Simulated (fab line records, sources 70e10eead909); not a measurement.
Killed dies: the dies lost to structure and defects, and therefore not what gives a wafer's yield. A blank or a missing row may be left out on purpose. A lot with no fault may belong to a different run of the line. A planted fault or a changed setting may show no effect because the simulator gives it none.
fab line records	flow nandHarc	part 2 of 2: steps 5 to 6 of 6
[record] lots = 22	wafers = 66	lastDay = 32
route steps=1302 shown P_ZERO_WELL@46 P_STI@100 P_GATE@145
lots that met no fault: from a run of the same line without faults
startH: hours from the record's first day to the start of the lot's first wafer shown	waitH: how many hours have passed since the lot's step before this one	" as in the row above	L1.1+2: a row that stands for several wafers	- either no value or no given start	* or withheld: withheld	< > ~ a bound
route shown NAME@n: NAME is a module with steps in the file, n the number in the route of the first one	usual: average and standard deviation across the fault-free wafers	same: alike in all rows	chamber/n: place in a boat	sites: readings site by site	_std_site: standard deviation across them	_edge_site: outer sites' mean less inner sites'	radiusMm: how far each site lies from the wafer's centre	mask NAME#n: copy n	behind: tool/chamber where the wafer was last shaped	hold: why the lot was held/for how many hours/how that ended	device: transistor that didn't switch, given as n, p or np	end of line: the route-end tests of the same wafers	a step without rows: its recipe alone	killed: the dies lost at the first sort to structure and to defects; this is not the yield of the wafer	map: per-die view of a wafer (x killed, . not killed, _ where there is no die)
set.NAME: the run value of the setting; set.NAME@STEP: its run value at that earlier step	model.NAME: the simulator's own value behind a step, which no gauge read
route steps across a sampled set of lots; one table per step, one row per wafer
services: from which hour (startH, from the record's first day; less than 0 if before it) a tool's chamber was out of use, for how many hours, and why
[[steps]]
[step NHARC_P_GATE_HM_OPEN_105]
[recipe] targetDepthA = 3600	o2FlowSccm = 400	cosFlowSccm = 20	arFlowSccm = 0	rfW = 500	biasW = 300	chemistry = O2/COS
[usual] cosFlowSccm = 20.01/0.062	drypumpMotorCurrentA = 5.69/0.29	oesProductAu = 0.994/0.011	rfVppV = 466.9/2.4	showerheadPlenumPTorr = 3.10/0.11	throttleValvePct = 28.329/0.0093
lot.wafer	tool	chamber	startH	waitH	cosFlowSccm	drypumpMotorCurrentA	oesProductAu	rfHoursCounterH	rfVppV	showerheadPlenumPTorr	throttleValvePct
L074.1	rieDiel-08	2	-	-	20.05	6.02	1.001	5.5	463.4	2.98	28.315
L074.4	"	3	"	"	19.97	5.29	0.985	4.4	464.2	2.94	28.317
L074.6	"	2	"	"	20.00	6.01	1.014	-	464.1	2.98	28.323
L075.3	rieDiel-01	2	-	-	20.02	5.45	0.996	5.8	469.8	3.26	28.311
L075.5	"	2	"	"	20.01	5.45	0.998	-	470.7	3.26	28.327
L075.6	"	3	"	"	19.95	6.19	0.991	-	463.8	2.97	28.305
L076.3	rieDiel-01	0	-	-	20.07	5.75	0.994	6.9	465.4	3.04	28.319
L076.5	"	0	"	"	20.02	5.75	0.999	-	465.3	3.04	28.330
L076.6	"	2	"	"	19.98	5.46	0.985	-	470.5	3.26	28.328
L078.4	rieDiel-08	2	-	-	20.09	6.02	1.011	6.8	463.1	2.97	28.336
L078.5	"	0	"	"	20.00	5.49	0.996	-	466.1	3.08	28.323
L078.6	"	1	"	"	20.01	5.90	0.998	-	470.0	3.23	28.346
L077.3	rieDiel-01	1	-	-	20.07	5.41	1.005	6.7	468.0	3.14	28.319
L077.2	"	3	"	"	20.04	6.22	0.994	6.7	465.1	2.97	28.325
L077.5	"	1	"	"	20.06	5.44	0.996	-	467.9	3.14	28.323
L079.2	rieDiel-01	3	-	-	20.01	6.20	1.010	8.1	464.0	2.97	28.328
L079.4	"	0	"	"	20.06	5.69	0.984	8.8	466.2	3.04	28.333
L079.1	"	2	"	"	20.12	5.45	0.987	6.7	468.1	3.26	28.331
L080.1	rieDiel-05	0	-	-	20.06	5.90	0.993	3.5	468.9	3.16	28.346
L080.3	"	2	"	"	20.00	5.74	0.989	3.3	468.1	3.14	28.323
L080.5	"	1	"	"	20.12	5.32	0.994	-	469.6	3.23	28.323
L081.2	rieDiel-08	1	-	-	19.92	5.92	0.993	9.2	470.5	3.23	28.318
L081.3	"	2	"	"	20.11	6.01	1.013	9.4	464.8	2.97	28.337
L081.1	"	3	"	"	20.03	5.31	0.992	8.1	461.9	2.94	28.326
L082.3	rieDiel-05	3	-	-	20.06	5.64	0.998	4.2	468.1	3.15	28.330
L082.1	"	2	"	"	20.03	5.74	0.992	4.3	467.5	3.14	28.325
L082.5	"	0	"	"	19.97	5.90	0.983	-	470.3	3.16	28.332
L083.2	rieDiel-01	1	-	-	19.91	5.43	1.009	13.0	468.8	3.14	28.337
L083.5	"	0	"	"	20.00	5.75	0.998	-	465.2	3.03	28.339
L083.6	"	1	"	"	19.93	5.44	1.009	-	467.6	3.14	28.325
L084.4	rieDiel-05	1	-	-	20.03	5.31	0.982	6.4	470.4	3.22	28.328
L084.3	"	3	"	"	20.04	5.62	0.997	6.9	467.2	3.15	28.333
L084.5	"	1	"	"	19.94	5.31	0.984	-	471.2	3.22	28.310
L085.3	rieDiel-05	0	-	-	20.02	5.90	0.988	6.3	467.8	3.16	28.329
L085.4	"	3	"	"	19.93	5.62	1.004	7.0	466.8	3.15	28.310
L085.5	"	0	"	"	20.03	5.92	0.997	-	468.3	3.16	28.318
L086.2	rieDiel-08	1	-	-	19.97	5.91	0.995	0.3	469.3	3.23	28.341
L086.5	"	0	"	"	20.09	5.48	1.023	-	467.6	3.08	28.333
L086.6	"	1	"	"	20.01	5.91	0.981	-	470.4	3.23	28.333
L087.1	rieDiel-05	2	-	-	19.96	5.70	0.996	8.1	466.8	3.14	28.320
L087.2	"	3	"	"	20.03	5.63	1.003	8.7	468.0	3.15	28.315
L087.4	"	0	"	"	19.94	5.93	0.995	8.0	467.3	3.16	28.339
L089.3	rieDiel-05	1	-	-	20.01	5.29	0.974	0.1	468.8	3.22	28.329
L089.2	"	2	"	"	20.03	5.74	0.996	0.1	467.6	3.14	28.337
L089.6	"	1	"	"	19.97	5.30	0.987	-	467.5	3.22	28.354
L088.3	rieDiel-01	2	-	-	19.88	5.46	0.980	2.0	469.0	3.25	28.327
L088.4	"	3	"	"	20.03	6.20	1.004	2.1	462.8	2.96	28.340
L088.6	"	1	"	"	20.00	5.43	0.988	-	467.0	3.14	28.328
L090.3	rieDiel-01	1	-	-	20.11	5.44	0.979	3.2	467.8	3.13	28.342
L090.1	"	2	"	"	20.00	5.46	0.972	2.5	471.4	3.25	28.320
L090.2	"	0	"	"	20.08	5.68	0.983	3.4	465.8	3.03	28.334
L091.2	rieDiel-01	3	-	-	20.09	6.21	1.018	2.6	464.3	2.96	28.318
L091.1	"	0	"	"	19.98	5.72	0.992	3.5	465.5	3.03	28.330
L091.3	"	1	"	"	20.08	5.45	0.984	3.3	468.4	3.13	28.337
L092.1	rieDiel-08	1	-	-	20.01	5.90	1.007	2.7	469.8	3.23	28.339
L092.2	"	0	"	"	20.03	5.48	1.021	3.2	465.4	3.07	28.324
L092.5	"	2	"	"	19.94	6.01	0.992	-	464.2	2.97	28.341
L093.2	rieDiel-08	2	-	-	20.04	6.01	0.984	4.0	463.0	2.97	28.324
L093.1	"	0	"	"	19.93	5.48	1.014	4.3	465.6	3.07	28.334
L093.5	"	3	"	"	20.03	5.29	0.986	-	463.9	2.93	28.331
L095.3	rieDiel-01	2	-	-	20.04	5.45	0.992	5.0	468.8	3.25	28.327
L095.2	"	3	"	"	20.02	6.24	1.010	4.7	464.3	2.96	28.334
L095.1	"	0	"	"	20.04	5.74	0.995	5.8	465.7	3.03	28.338
L096.3	rieDiel-08	3	-	-	20.04	5.30	0.992	5.6	462.4	2.93	28.321
L096.1	"	0	"	"	20.11	5.50	1.008	5.2	466.1	3.07	28.339
L096.4	"	1	"	"	20.03	5.91	0.997	4.9	469.2	3.23	28.349
[step NHARC_P_GATE_DESCUM_48]
[recipe] timeS = 3	o2FlowSccm = 200	arFlowSccm = 0	biasPowerW = 0	chemistry = O2
[usual] drypumpMotorCurrentA = 5.68/0.27	oesProductAu = 0.996/0.012	rfVppV = 57.8/0.96	showerheadPlenumPTorr = 1.91/0.066	throttleValvePct = 11.312/0.0086
lot.wafer	tool	chamber	startH	waitH	drypumpMotorCurrentA	oesProductAu	rfHoursCounterH	rfVppV	showerheadPlenumPTorr	throttleValvePct
L074.1	rieDiel-01	0	117.37	-	5.75	0.990	6.9	57.1	1.86	11.324
L074.6	"	3	"	"	6.18	0.998	-	57.8	1.81	11.315
L074.4	"	0	"	"	5.75	0.994	-	58.3	1.86	11.303
L075.3	rieDiel-01	3	119.96	-	6.18	0.991	6.5	57.5	1.81	11.309
L075.5	"	0	"	"	5.73	1.000	-	56.9	1.86	11.319
L075.6	"	2	"	"	5.44	0.992	-	59.4	2.00	11.299
L076.3	rieDiel-08	1	129.36	-	5.94	0.998	6.7	58.5	1.99	11.302
L076.6	"	1	"	"	5.90	1.004	-	58.2	1.99	11.313
L076.5	"	2	"	"	5.98	1.011	-	56.6	1.82	11.314
L078.5	rieDiel-01	0	145.75	-	5.72	1.003	-	59.2	1.86	11.316
L078.6	"	1	"	"	5.39	1.020	-	56.8	1.92	11.297
L078.4	"	3	"	"	6.20	1.011	-	57.4	1.81	11.315
L077.2	rieDiel-05	3	146.00	-	5.62	1.004	2.6	56.3	1.93	11.327
L077.3	"	0	"	"	5.91	0.994	2.6	59.2	1.94	11.318
L077.5	"	3	"	"	5.64	1.021	-	59.3	1.93	11.301
L079.1	rieDiel-08	2	161.05	-	5.99	0.999	8.5	57.9	1.82	11.310
L079.2	"	1	"	"	5.92	0.996	8.4	58.5	1.99	11.321
L079.4	"	3	"	"	5.30	0.977	-	57.0	1.79	11.313
L080.1	rieDiel-05	1	172.45	-	5.35	0.989	4.3	58.2	1.98	11.300
L080.3	"	2	"	"	5.74	0.996	4.1	57.5	1.92	11.322
L080.5	"	3	"	"	5.63	0.998	-	58.6	1.93	11.314
L081.3	rieDiel-08	3	180.95	-	5.27	0.990	8.6	57.9	1.79	11.324
L081.2	"	1	"	"	5.91	1.000	9.6	57.4	1.99	11.305
L081.1	"	2	"	"	5.99	1.017	9.8	56.5	1.82	11.314
L082.3	rieDiel-01	2	191.84	-	5.44	0.992	11.1	59.9	2.00	11.311
L082.1	"	0	"	"	5.64	0.990	12.8	57.5	1.86	11.324
L082.5	"	2	"	"	5.44	0.987	-	57.5	2.00	11.327
L083.2	rieDiel-08	2	209.99	-	6.01	1.002	0.2	58.6	1.82	11.316
L083.5	"	0	"	"	5.47	1.027	-	58.0	1.88	11.304
L083.6	"	1	"	"	5.92	1.004	-	56.7	1.98	11.311
L084.3	rieDiel-05	2	216.06	-	5.72	0.997	7.6	58.2	1.92	11.312
L084.4	"	3	"	"	5.61	0.998	7.7	57.7	1.93	11.321
L084.5	"	3	"	"	5.62	1.011	-	57.9	1.93	11.308
L085.3	rieDiel-05	2	221.17	-	5.72	1.006	8.1	57.8	1.92	11.315
L085.4	"	3	"	"	5.64	1.016	8.6	59.9	1.93	11.322
L085.5	"	2	"	"	5.70	1.001	-	57.7	1.92	11.313
L086.2	rieDiel-05	3	226.05	-	5.61	1.010	8.7	57.4	1.93	11.322
L086.5	"	1	"	"	5.27	0.983	-	59.1	1.98	11.313
L086.6	"	2	"	"	5.71	0.987	-	57.8	1.92	11.299
L087.2	rieDiel-01	0	235.69	-	5.69	0.984	1.9	58.3	1.86	11.298
L087.4	"	1	"	"	5.42	0.998	2.0	58.0	1.92	11.311
L087.1	"	3	"	"	6.21	1.015	1.0	55.6	1.81	11.295
L089.3	rieDiel-05	3	253.48	-	5.62	0.983	0.8	57.7	1.93	11.304
L089.2	"	1	"	"	5.30	0.977	1.1	57.5	1.98	11.299
L089.6	"	0	"	"	5.88	0.989	-	57.8	1.94	11.294
L088.4	rieDiel-08	0	253.90	-	5.47	1.012	2.3	58.9	1.88	11.304
L088.3	"	1	"	"	5.90	0.997	1.9	57.8	1.98	11.300
L088.6	"	0	"	"	5.47	1.005	-	59.5	1.88	11.317
L090.2	rieDiel-01	1	274.09	-	5.46	0.979	3.4	56.6	1.92	11.321
L090.3	"	2	"	"	5.45	0.983	2.7	59.6	2.00	11.324
L090.1	"	0	"	"	5.71	0.998	3.6	57.9	1.86	11.322
L091.2	rieDiel-01	3	280.65	-	6.20	1.017	3.1	59.0	1.81	11.338
L091.3	"	0	"	"	5.64	1.001	4.0	57.8	1.86	11.326
L091.1	"	1	"	"	5.41	0.978	4.0	57.2	1.92	11.308
L092.2	rieDiel-05	0	287.96	-	5.91	0.975	2.9	57.4	1.94	11.313
L092.1	"	1	"	"	5.28	0.987	3.0	58.6	1.98	11.299
L092.5	"	0	"	"	5.90	0.976	-	57.5	1.94	11.310
L093.1	rieDiel-08	1	298.61	-	5.91	0.989	4.0	56.9	1.98	11.314
L093.2	"	3	"	"	5.29	1.005	4.8	55.9	1.79	11.313
L093.5	"	0	"	"	5.48	1.009	-	57.7	1.88	11.313
L095.1	rieDiel-08	3	317.63	-	5.26	0.994	5.6	57.3	1.79	11.312
L095.2	"	0	"	"	5.46	1.018	5.2	57.4	1.88	11.321
L095.3	"	1	"	"	5.92	1.002	4.9	58.3	1.98	11.320
L096.3	rieDiel-05	3	328.03	-	5.62	0.987	6.6	57.4	1.93	11.311
L096.1	"	1	"	"	5.23	0.987	6.8	58.9	1.98	11.326
L096.4	"	2	"	"	5.70	1.001	6.9	56.6	1.92	11.299
[[services]]
tool	chamber	startH	hours	kind
rieDiel-05	0	7.74	4.9	repair
rieDiel-05	2	9.57	12.2	repair
rtpAnneal-02	-	12.00	12.0	pm
cmp-04	-	13.16	4.0	pm
rieDiel-08	-	13.80	9.0	pm
rieDiel-01	-	26.80	9.0	pm
rieDiel-05	-	52.60	9.0	pm
rieDiel-08	2	65.37	4.1	repair
rieDiel-08	0	82.66	20.5	repair
rieDiel-01	1	117.23	4.0	repair
rieDiel-05	0	124.24	5.2	repair
rieDiel-01	2	139.04	7.3	repair
rieDiel-05	2	157.39	2.0	repair
rieDiel-08	0	179.01	24.6	repair
rieDiel-08	1	181.42	3.5	repair
rieDiel-08	-	184.41	1.0	repair
rieDiel-08	-	190.80	9.0	pm
rieDiel-01	-	203.80	9.0	pm
rieDiel-05	-	229.60	9.0	pm
rieDiel-01	-	233.51	2.1	repair
rieDiel-05	1	242.36	7.3	repair
rieDiel-05	-	250.50	0.3	repair
rieDiel-08	2	271.40	3.6	repair
rieDiel-01	3	324.84	8.7	repair
